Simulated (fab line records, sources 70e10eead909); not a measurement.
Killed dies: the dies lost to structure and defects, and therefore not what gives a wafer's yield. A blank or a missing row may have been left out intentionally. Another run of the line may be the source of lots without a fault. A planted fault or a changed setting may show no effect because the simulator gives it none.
The tool behind it: which one? :: flow nand_harc :: 24 lots, 72 wafers sampled, at 6 steps of a route of 1302

WHAT THE GAUGES READ, wafer by wafer
NHARC_P_M0_CD_MEAS_09: target cd 90 nm.
lot: L074
measured: day 6 10:24
on: cd_sem-02
cd_nm (nm): 89.4 89.5 90.4

lot: L075
measured: day 6 16:55
on: cd_sem-03
cd_nm (nm): 91.9 90.6 89.2

lot: L076
measured: day 6 18:48
on: cd_sem-01
cd_nm (nm): 89.8 90.0 89.6

lot: L077
measured: day 7 12:44
on: cd_sem-01
cd_nm (nm): 89.4 91.6 90.6

lot: L078
measured: day 7 18:50
on: cd_sem-01
cd_nm (nm): 91.6 90.6 91.6

lot: L079
measured: day 8 06:50
on: cd_sem-02
cd_nm (nm): 90.8 90.7 90.8

lot: L080
measured: day 8 14:06
on: cd_sem-01
cd_nm (nm): 90.6 88.7 89.4

lot: L081
measured: day 8 23:55
on: cd_sem-02
cd_nm (nm): 90.3 91.9 89.5

lot: L082
measured: day 9 11:28
on: cd_sem-03
cd_nm (nm): 90.7 90.0 88.6

lot: L083
measured: day 10 07:24
on: cd_sem-01
cd_nm (nm): 91.5 91.2 90.7

lot: L084
measured: day 10 11:55
on: cd_sem-03
cd_nm (nm): 91.7 90.4 90.0

lot: L085
measured: day 10 14:53
on: cd_sem-01
cd_nm (nm): 91.2 90.5 91.5

lot: L086
measured: day 11 05:27
on: cd_sem-01
cd_nm (nm): 90.2 90.1 90.3

lot: L087
measured: day 11 10:00
on: cd_sem-03
cd_nm (nm): 90.6 91.2 91.9

lot: L088
measured: day 12 04:28
on: cd_sem-02
cd_nm (nm): 90.3 90.7 90.8

lot: L089
measured: day 12 06:04
on: cd_sem-02
cd_nm (nm): 90.4 91.0 90.9

lot: L090
measured: day 12 19:58
on: cd_sem-01
cd_nm (nm): 89.0 88.3 90.3

lot: L091
measured: day 13 09:40
on: cd_sem-01
cd_nm (nm): 90.6 91.1 92.0

lot: L092
measured: day 13 15:36
on: cd_sem-02
cd_nm (nm): 90.6 89.6 89.7

lot: L093
measured: day 14 06:20
on: cd_sem-01
cd_nm (nm): 89.1 90.4 90.0

lot: L094
measured: day 14 11:59
on: cd_sem-02
cd_nm (nm): 89.4 89.8 90.5

lot: L095
measured: day 14 21:43
on: cd_sem-03
cd_nm (nm): 90.8 89.9 90.3

lot: L096
measured: day 15 06:11
on: cd_sem-01
cd_nm (nm): 90.1 91.0 90.4

lot: L097
measured: day 15 19:32
on: cd_sem-02
cd_nm (nm): 89.6 89.4 88.7

NHARC_P_M0_OVL_MEAS_10: pitch 180 nm.
lot: L074
measured: day 6 10:29
on: overlay-02
overlay_x_nm (nm): -0.9 -0.4 -0.6
overlay_y_nm (nm): -0.8 -0.6 -1.2

lot: L075
measured: day 6 17:00
on: overlay-01
overlay_x_nm (nm): 0.1 -0.6 -0.2
overlay_y_nm (nm): -0.9 -0.9 -0.4

lot: L076
measured: day 6 18:53
on: overlay-01
overlay_x_nm (nm): 0.6 0.3 0.4
overlay_y_nm (nm): 0.1 0.2 -0.1

lot: L077
measured: day 7 12:49
on: overlay-01
overlay_x_nm (nm): 0.6 0.8 0.9
overlay_y_nm (nm): -1.2 -1.1 -0.1

lot: L078
measured: day 7 18:55
on: overlay-02
overlay_x_nm (nm): -0.3 -0.5 -0.4
overlay_y_nm (nm): 0.4 0.6 0.7

lot: L079
measured: day 8 06:55
on: overlay-01
overlay_x_nm (nm): -1.6 -1.5 -1.2
overlay_y_nm (nm): -1.0 -1.2 -0.7

lot: L080
measured: day 8 14:11
on: overlay-02
overlay_x_nm (nm): -0.2 -0.5 0.3
overlay_y_nm (nm): 0.1 -0.7 -0.4

lot: L081
measured: day 9 00:01
on: overlay-01
overlay_x_nm (nm): -0.7 -0.2 -0.4
overlay_y_nm (nm): -0.7 -0.8 -0.6

lot: L082
measured: day 9 11:33
on: overlay-02
overlay_x_nm (nm): 0.8 0.2 0.2
overlay_y_nm (nm): 2.3 1.4 1.0

lot: L083
measured: day 10 07:29
on: overlay-01
overlay_x_nm (nm): 0.0 0.3 0.1
overlay_y_nm (nm): 1.3 1.5 0.9

lot: L084
measured: day 10 12:00
on: overlay-01
overlay_x_nm (nm): -0.7 -0.5 -0.4
overlay_y_nm (nm): 2.0 1.9 2.1

lot: L085
measured: day 10 14:59
on: overlay-02
overlay_x_nm (nm): 1.1 0.4 0.3
overlay_y_nm (nm): -1.3 -0.7 -0.6

lot: L086
measured: day 11 05:32
on: overlay-01
overlay_x_nm (nm): 0.5 0.3 0.2
overlay_y_nm (nm): -1.4 -1.3 -1.2

lot: L087
measured: day 11 10:05
on: overlay-01
overlay_x_nm (nm): 1.3 1.4 1.8
overlay_y_nm (nm): 1.2 1.0 0.8

lot: L088
measured: day 12 04:33
on: overlay-01
overlay_x_nm (nm): 0.7 0.0 0.2
overlay_y_nm (nm): 0.0 -0.3 0.3

lot: L089
measured: day 12 06:08
on: overlay-02
overlay_x_nm (nm): 1.2 1.2 0.5
overlay_y_nm (nm): 0.6 1.2 0.8

lot: L090
measured: day 12 20:02
on: overlay-02
overlay_x_nm (nm): -1.1 -0.9 -1.3
overlay_y_nm (nm): 0.0 0.1 0.9

lot: L091
measured: day 13 09:45
on: overlay-02
overlay_x_nm (nm): -1.2 -1.4 -1.1
overlay_y_nm (nm): -2.0 -2.5 -2.2

lot: L092
measured: day 13 15:41
on: overlay-02
overlay_x_nm (nm): 0.0 0.2 0.1
overlay_y_nm (nm): -0.1 0.3 -0.4

lot: L093
measured: day 14 06:26
on: overlay-01
overlay_x_nm (nm): 0.2 0.0 0.4
overlay_y_nm (nm): -0.4 -0.3 -0.2

lot: L094
measured: day 14 12:04
on: overlay-01
overlay_x_nm (nm): 0.6 0.5 1.2
overlay_y_nm (nm): -0.1 -0.8 -0.2

lot: L095
measured: day 14 21:48
on: overlay-02
overlay_x_nm (nm): 0.8 1.6 0.7
overlay_y_nm (nm): 0.8 0.8 1.4

lot: L096
measured: day 15 06:17
on: overlay-02
overlay_x_nm (nm): 1.1 1.5 1.5
overlay_y_nm (nm): 0.0 -0.2 -0.6

lot: L097
measured: day 15 19:38
on: overlay-01
overlay_x_nm (nm): 0.0 0.0 -0.4
overlay_y_nm (nm): 1.7 1.1 1.1

NHARC_P_M1_INSPECT_27.
lot: L074
measured: day 6 17:12
on: defect_inspect-02
raw_defect_count: 461 539 562

lot: L075
measured: day 6 23:51
on: defect_inspect-02
raw_defect_count: 185 238 308

lot: L076
measured: day 7 01:42
on: defect_inspect-02
raw_defect_count: 176 237 364

lot: L077
measured: day 7 19:34
on: defect_inspect-01
raw_defect_count: 302 704 343

lot: L078
measured: day 8 02:07
on: defect_inspect-02
raw_defect_count: 189 441 213

lot: L079
measured: day 8 13:35
on: defect_inspect-02
raw_defect_count: 199 384 383

lot: L080
measured: day 8 20:49
on: defect_inspect-01
raw_defect_count: 750 707 746

lot: L081
measured: day 9 06:43
on: defect_inspect-02
raw_defect_count: 278 392 284

lot: L082
measured: day 9 18:10
on: defect_inspect-01
raw_defect_count: 318 343 354

lot: L083
measured: day 10 14:13
on: defect_inspect-02
raw_defect_count: 277 186 175

lot: L084
measured: day 10 19:23
on: defect_inspect-02
raw_defect_count: 373 341 439

lot: L085
measured: day 10 21:50
on: defect_inspect-01
raw_defect_count: 315 366 281

lot: L086
measured: day 11 12:26
on: defect_inspect-01
raw_defect_count: 334 156 243

lot: L087
measured: day 11 17:32
on: defect_inspect-02
raw_defect_count: 270 616 410

lot: L088
measured: day 12 11:34
on: defect_inspect-02
raw_defect_count: 286 588 532

lot: L089
measured: day 12 12:58
on: defect_inspect-02
raw_defect_count: 351 389 482

lot: L090
measured: day 13 02:54
on: defect_inspect-01
raw_defect_count: 541 362 523

lot: L091
measured: day 13 16:57
on: defect_inspect-02
raw_defect_count: 295 464 335

lot: L092
measured: day 13 22:25
on: defect_inspect-02
raw_defect_count: 387 206 230

lot: L093
measured: day 14 13:39
on: defect_inspect-01
raw_defect_count: 227 488 375

lot: L094
measured: day 14 18:41
on: defect_inspect-02
raw_defect_count: 160 328 159

lot: L095
measured: day 15 04:32
on: defect_inspect-01
raw_defect_count: 416 234 191

lot: L096
measured: day 15 13:10
on: defect_inspect-02
raw_defect_count: 387 235 197

lot: L097
measured: day 16 02:25
on: defect_inspect-01
raw_defect_count: 597 336 463

WHICH TOOL RAN EACH LOT (tool, then ch and the chambers of the sampled wafers, then the start)
lot: L074
NHARC_P_M0_ETCH_15: rie_diel-03 ch 0,1,3, day 6 17:12 or earlier
NHARC_P_M0_PVD_21: pvd_sputter-03, day 6 17:12 or earlier
NHARC_P_M1_PRE_CLEAN_30: pvd_sputter-03, day 6 17:12 or earlier

lot: L075
NHARC_P_M0_ETCH_15: rie_diel-08 ch 0,2,3, day 6 23:51 or earlier
NHARC_P_M0_PVD_21: pvd_sputter-03, day 6 23:51 or earlier
NHARC_P_M1_PRE_CLEAN_30: pvd_sputter-01, day 6 23:51 or earlier

lot: L076
NHARC_P_M0_ETCH_15: rie_diel-12 ch 2,3, day 7 01:42 or earlier
NHARC_P_M0_PVD_21: pvd_sputter-03, day 7 01:42 or earlier
NHARC_P_M1_PRE_CLEAN_30: pvd_sputter-02, day 7 01:42 or earlier

lot: L077
NHARC_P_M0_ETCH_15: rie_diel-08 ch 0,2,3, day 7 19:34 or earlier
NHARC_P_M0_PVD_21: pvd_sputter-03, day 7 19:34 or earlier
NHARC_P_M1_PRE_CLEAN_30: pvd_sputter-01, day 7 19:34 or earlier

lot: L078
NHARC_P_M0_ETCH_15: rie_diel-08 ch 0,1,3, day 8 02:07 or earlier
NHARC_P_M0_PVD_21: pvd_sputter-03, day 8 02:07 or earlier
NHARC_P_M1_PRE_CLEAN_30: pvd_sputter-01, day 8 02:07 or earlier

lot: L079
NHARC_P_M0_ETCH_15: rie_diel-03 ch 1,2, day 8 13:35 or earlier
NHARC_P_M0_PVD_21: pvd_sputter-02, day 8 13:35 or earlier
NHARC_P_M1_PRE_CLEAN_30: pvd_sputter-02, day 8 13:35 or earlier

lot: L080
NHARC_P_M0_ETCH_15: rie_diel-03 ch 0,1, day 8 20:49 or earlier
NHARC_P_M0_PVD_21: pvd_sputter-02, day 8 20:49 or earlier
NHARC_P_M1_PRE_CLEAN_30: pvd_sputter-02, day 8 20:49 or earlier

lot: L081
NHARC_P_M0_ETCH_15: rie_diel-03 ch 1,2,3, day 9 06:43 or earlier
NHARC_P_M0_PVD_21: pvd_sputter-01, day 9 06:43 or earlier
NHARC_P_M1_PRE_CLEAN_30: pvd_sputter-03, day 9 06:43 or earlier

lot: L082
NHARC_P_M0_ETCH_15: rie_diel-08 ch 1,3, day 9 18:10 or earlier
NHARC_P_M0_PVD_21: pvd_sputter-02, day 9 18:10 or earlier
NHARC_P_M1_PRE_CLEAN_30: pvd_sputter-01, day 9 18:10 or earlier

lot: L083
NHARC_P_M0_ETCH_15: rie_diel-12 ch 1,2,3, day 10 14:13 or earlier
NHARC_P_M0_PVD_21: pvd_sputter-01, day 10 14:13 or earlier
NHARC_P_M1_PRE_CLEAN_30: pvd_sputter-02, day 10 14:13 or earlier

lot: L084
NHARC_P_M0_ETCH_15: rie_diel-03 ch 1,2, day 10 19:23 or earlier
NHARC_P_M0_PVD_21: pvd_sputter-02, day 10 19:23 or earlier
NHARC_P_M1_PRE_CLEAN_30: pvd_sputter-03, day 10 19:23 or earlier

lot: L085
NHARC_P_M0_ETCH_15: rie_diel-08 ch 0,1,2, day 10 21:50 or earlier
NHARC_P_M0_PVD_21: pvd_sputter-02, day 10 21:50 or earlier
NHARC_P_M1_PRE_CLEAN_30: pvd_sputter-01, day 10 21:50 or earlier

lot: L086
NHARC_P_M0_ETCH_15: rie_diel-03 ch 0,1,3, day 11 12:26 or earlier
NHARC_P_M0_PVD_21: pvd_sputter-02, day 11 12:26 or earlier
NHARC_P_M1_PRE_CLEAN_30: pvd_sputter-03, day 11 12:26 or earlier

lot: L087
NHARC_P_M0_ETCH_15: rie_diel-03 ch 1,2,3, day 11 17:32 or earlier
NHARC_P_M0_PVD_21: pvd_sputter-02, day 11 17:32 or earlier
NHARC_P_M1_PRE_CLEAN_30: pvd_sputter-02, day 11 17:32 or earlier

lot: L088
NHARC_P_M0_ETCH_15: rie_diel-03 ch 0,2,3, day 12 11:34 or earlier
NHARC_P_M0_PVD_21: pvd_sputter-02, day 12 11:34 or earlier
NHARC_P_M1_PRE_CLEAN_30: pvd_sputter-01, day 12 11:34 or earlier

lot: L089
NHARC_P_M0_ETCH_15: rie_diel-03 ch 0,1,3, day 12 12:58 or earlier
NHARC_P_M0_PVD_21: pvd_sputter-02, day 12 12:58 or earlier
NHARC_P_M1_PRE_CLEAN_30: pvd_sputter-03, day 12 12:58 or earlier

lot: L090
NHARC_P_M0_ETCH_15: rie_diel-12 ch 0,3, day 13 02:54 or earlier
NHARC_P_M0_PVD_21: pvd_sputter-03, day 13 02:54 or earlier
NHARC_P_M1_PRE_CLEAN_30: pvd_sputter-03, day 13 02:54 or earlier

lot: L091
NHARC_P_M0_ETCH_15: rie_diel-12 ch 1,2,3, day 13 16:57 or earlier
NHARC_P_M0_PVD_21: pvd_sputter-01, day 13 16:57 or earlier
NHARC_P_M1_PRE_CLEAN_30: pvd_sputter-03, day 13 16:57 or earlier

lot: L092
NHARC_P_M0_ETCH_15: rie_diel-08 ch 0,1,2, day 13 22:25 or earlier
NHARC_P_M0_PVD_21: pvd_sputter-01, day 13 22:25 or earlier
NHARC_P_M1_PRE_CLEAN_30: pvd_sputter-03, day 13 22:25 or earlier

lot: L093
NHARC_P_M0_ETCH_15: rie_diel-08 ch 1,2,3, day 14 13:39 or earlier
NHARC_P_M0_PVD_21: pvd_sputter-03, day 14 13:39 or earlier
NHARC_P_M1_PRE_CLEAN_30: pvd_sputter-03, day 14 13:39 or earlier

lot: L094
NHARC_P_M0_ETCH_15: rie_diel-03 ch 0,1, day 14 18:41 or earlier
NHARC_P_M0_PVD_21: pvd_sputter-03, day 14 18:41 or earlier
NHARC_P_M1_PRE_CLEAN_30: pvd_sputter-03, day 14 18:41 or earlier

lot: L095
NHARC_P_M0_ETCH_15: rie_diel-03 ch 2,3, day 15 04:32 or earlier
NHARC_P_M0_PVD_21: pvd_sputter-03, day 15 04:32 or earlier
NHARC_P_M1_PRE_CLEAN_30: pvd_sputter-02, day 15 04:32 or earlier

lot: L096
NHARC_P_M0_ETCH_15: rie_diel-08 ch 1,3, day 15 13:10 or earlier
NHARC_P_M0_PVD_21: pvd_sputter-02, day 15 13:10 or earlier
NHARC_P_M1_PRE_CLEAN_30: pvd_sputter-01, day 15 13:10 or earlier

lot: L097
NHARC_P_M0_ETCH_15: rie_diel-03 ch 2,3, day 16 02:25 or earlier
NHARC_P_M0_PVD_21: pvd_sputter-02, day 16 02:25 or earlier
NHARC_P_M1_PRE_CLEAN_30: pvd_sputter-03, day 16 02:25 or earlier
- NHARC_P_M0_ETCH_15: etches the open film in C4F8/Ar, target depth 150 nm, overetch 15 nm, time 82.5 s.
- NHARC_P_M0_PVD_21: deposits Cu, target thk 30 nm, time 20.49 s.
- NHARC_P_M1_PRE_CLEAN_30: time 30 s.

AS READ BY THE TOOLS THEMSELVES (means over the sampled wafers that have a number; for cases with no such wafer, the mark the record gives instead)
NHARC_P_M0_ETCH_15.
lot: L074
tool: rie_diel-03
oes_product_au (a.u.): 0.981
rf_vpp_V (V): 441.3

lot: L075
tool: rie_diel-08
oes_product_au (a.u.): 0.929
rf_vpp_V (V): 441.7

lot: L076
tool: rie_diel-12
oes_product_au (a.u.): 0.964
rf_vpp_V (V): 443.2

lot: L077
tool: rie_diel-08
oes_product_au (a.u.): 0.971
rf_vpp_V (V): 441.7

lot: L078
tool: rie_diel-08
oes_product_au (a.u.): 0.937
rf_vpp_V (V): 439.9

lot: L079
tool: rie_diel-03
oes_product_au (a.u.): 0.963
rf_vpp_V (V): 438.8

lot: L080
tool: rie_diel-03
oes_product_au (a.u.): 0.971
rf_vpp_V (V): 438.5

lot: L081
tool: rie_diel-03
oes_product_au (a.u.): 0.968
rf_vpp_V (V): 441.6

lot: L082
tool: rie_diel-08
oes_product_au (a.u.): 0.959
rf_vpp_V (V): 442.3

lot: L083
tool: rie_diel-12
oes_product_au (a.u.): 0.971
rf_vpp_V (V): 442.1

lot: L084
tool: rie_diel-03
oes_product_au (a.u.): 0.973
rf_vpp_V (V): 438.3

lot: L085
tool: rie_diel-08
oes_product_au (a.u.): 0.959
rf_vpp_V (V): 439.8

lot: L086
tool: rie_diel-03
oes_product_au (a.u.): 0.975
rf_vpp_V (V): 441.0

lot: L087
tool: rie_diel-03
oes_product_au (a.u.): 0.980
rf_vpp_V (V): 441.3

lot: L088
tool: rie_diel-03
oes_product_au (a.u.): 0.957
rf_vpp_V (V): 439.6

lot: L089
tool: rie_diel-03
oes_product_au (a.u.): 0.970
rf_vpp_V (V): 441.2

lot: L090
tool: rie_diel-12
oes_product_au (a.u.): 0.963
rf_vpp_V (V): 439.9

lot: L091
tool: rie_diel-12
oes_product_au (a.u.): 0.938
rf_vpp_V (V): 442.0

lot: L092
tool: rie_diel-08
oes_product_au (a.u.): 0.923
rf_vpp_V (V): 438.9

lot: L093
tool: rie_diel-08
oes_product_au (a.u.): 0.910
rf_vpp_V (V): 441.4

lot: L094
tool: rie_diel-03
oes_product_au (a.u.): 0.963
rf_vpp_V (V): 439.1

lot: L095
tool: rie_diel-03
oes_product_au (a.u.): 0.947
rf_vpp_V (V): 440.4

lot: L096
tool: rie_diel-08
oes_product_au (a.u.): 0.912
rf_vpp_V (V): 441.9

lot: L097
tool: rie_diel-03
oes_product_au (a.u.): 0.955
rf_vpp_V (V): 442.2

NHARC_P_M0_PVD_21.
lot: L074
tool: pvd_sputter-03
throttle_valve_pct (%): 31.0

lot: L075
tool: pvd_sputter-03
throttle_valve_pct (%): 29.5

lot: L076
tool: pvd_sputter-03
throttle_valve_pct (%): 30.5

lot: L077
tool: pvd_sputter-03
throttle_valve_pct (%): 30.4

lot: L078
tool: pvd_sputter-03
throttle_valve_pct (%): 30.5

lot: L079
tool: pvd_sputter-02
throttle_valve_pct (%): 29.8

lot: L080
tool: pvd_sputter-02
throttle_valve_pct (%): 30.1

lot: L081
tool: pvd_sputter-01
throttle_valve_pct (%): 30.3

lot: L082
tool: pvd_sputter-02
throttle_valve_pct (%): 29.8

lot: L083
tool: pvd_sputter-01
throttle_valve_pct (%): 30.0

lot: L084
tool: pvd_sputter-02
throttle_valve_pct (%): 29.5

lot: L085
tool: pvd_sputter-02
throttle_valve_pct (%): 29.7

lot: L086
tool: pvd_sputter-02
throttle_valve_pct (%): 29.9

lot: L087
tool: pvd_sputter-02
throttle_valve_pct (%): 29.5

lot: L088
tool: pvd_sputter-02
throttle_valve_pct (%): 30.2

lot: L089
tool: pvd_sputter-02
throttle_valve_pct (%): 30.7

lot: L090
tool: pvd_sputter-03
throttle_valve_pct (%): 31.0

lot: L091
tool: pvd_sputter-01
throttle_valve_pct (%): 29.0

lot: L092
tool: pvd_sputter-01
throttle_valve_pct (%): 30.1

lot: L093
tool: pvd_sputter-03
throttle_valve_pct (%): 30.9

lot: L094
tool: pvd_sputter-03
throttle_valve_pct (%): 30.0

lot: L095
tool: pvd_sputter-03
throttle_valve_pct (%): 30.0

lot: L096
tool: pvd_sputter-02
throttle_valve_pct (%): 30.1

lot: L097
tool: pvd_sputter-02
throttle_valve_pct (%): 31.0

NHARC_P_M1_PRE_CLEAN_30.
lot: L074
tool: pvd_sputter-03
heater_power_w (W): 408

lot: L075
tool: pvd_sputter-01
heater_power_w (W): 372

lot: L076
tool: pvd_sputter-02
heater_power_w (W): 445

lot: L077
tool: pvd_sputter-01
heater_power_w (W): 353

lot: L078
tool: pvd_sputter-01
heater_power_w (W): 394

lot: L079
tool: pvd_sputter-02
heater_power_w (W): 445

lot: L080
tool: pvd_sputter-02
heater_power_w (W): 457

lot: L081
tool: pvd_sputter-03
heater_power_w (W): 444

lot: L082
tool: pvd_sputter-01
heater_power_w (W): 390

lot: L083
tool: pvd_sputter-02
heater_power_w (W): 448

lot: L084
tool: pvd_sputter-03
heater_power_w (W): 399

lot: L085
tool: pvd_sputter-01
heater_power_w (W): 383

lot: L086
tool: pvd_sputter-03
heater_power_w (W): 429

lot: L087
tool: pvd_sputter-02
heater_power_w (W): 442

lot: L088
tool: pvd_sputter-01
heater_power_w (W): 421

lot: L089
tool: pvd_sputter-03
heater_power_w (W): 459

lot: L090
tool: pvd_sputter-03
heater_power_w (W): 441

lot: L091
tool: pvd_sputter-03
heater_power_w (W): 435

lot: L092
tool: pvd_sputter-03
heater_power_w (W): 463

lot: L093
tool: pvd_sputter-03
heater_power_w (W): 429

lot: L094
tool: pvd_sputter-03
heater_power_w (W): 433

lot: L095
tool: pvd_sputter-02
heater_power_w (W): 445

lot: L096
tool: pvd_sputter-01
heater_power_w (W): 407

lot: L097
tool: pvd_sputter-03
heater_power_w (W): 411

THE ANSWER, worked out from the rows above alone
Rule: the usual values come from the lots themselves. Put in order of their means at a reading, lots are off if they are a third of the lots or fewer, leave a main group of 4 or more, and stand apart from it by a gap of 3 or more times the standard deviation of the main group's means; of several such gaps the widest counts. A main group is skipped when, at the precision printed for the reading in the tables above, its means are all equal. Also off: a lot with no number at a reading for which 4 or more lots have one. Where the step has rows for the other lots, those lots are counted as sound. After the gauges, taken in route order, come the tools' own readings; for these a lot's mean is taken, as printed above. At the first step where some lot is off, the reading lying furthest off is the one used; lots without a number count as furthest.
No lot is off on any of the readings shown, so nothing can be concluded from this.

WHAT WAS PUT IN BY THE SIMULATOR
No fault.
